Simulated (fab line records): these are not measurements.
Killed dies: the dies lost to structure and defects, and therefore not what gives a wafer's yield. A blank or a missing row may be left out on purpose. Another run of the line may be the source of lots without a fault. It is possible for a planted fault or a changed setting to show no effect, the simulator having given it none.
Which tool was responsible? | flow nandHarc | 12 lots (36 wafers sampled), 1 step of a 1159-step route

== WHAT EACH GAUGE READ, for each wafer ==
NHARC_P_ZERO_WELL_INSPECT_43.
lot  | measured    | on               | rawDefectCount
L075 | day 2 01:22 | defectInspect-02 | 14 9 12
L077 | day 2 13:34 | defectInspect-01 | 12 16 8
L079 | day 3 01:43 | defectInspect-01 | 5 12 11
L081 | day 3 17:11 | defectInspect-02 | 13 28 3
L083 | day 4 01:45 | defectInspect-01 | 7 21 13
L085 | day 4 13:34 | defectInspect-01 | 14 9 26
L087 | day 5 01:35 | defectInspect-02 | 19 13 22
L089 | day 5 13:26 | defectInspect-02 | 12 6 22
L091 | day 6 01:44 | defectInspect-01 | 14 3 12
L093 | day 6 13:32 | defectInspect-01 | 10 16 5
L095 | day 7 01:34 | defectInspect-02 | 9 12 14
L097 | day 7 13:50 | defectInspect-01 | 17 20 31

== WHAT TOOL EACH LOT RAN ON (gives the tool, then ch and the chambers of the sampled wafers, and finally the start) ==
No process step before these readings appears in the record.

== THE ANSWER, worked out from the rows above alone ==
Rule: what is usual is taken from the lots themselves. Put in order of their means at a reading, lots are off if they are a third of the lots or fewer, leave a main group of 4 or more, and stand apart from it by a gap of 3 or more times the standard deviation of the main group's means; of several such gaps the widest counts. If all means in a main group match to the digits the tables above print for the reading, that group is not used. A lot without any number at a reading at which 4 lots or more have one is off too. Where the step has rows for the other lots, those lots are counted as sound.
Across all readings shown, no lot is off: no conclusion can be drawn from this.

== WHAT HAD BEEN PUT IN BY THE SIMULATOR ==
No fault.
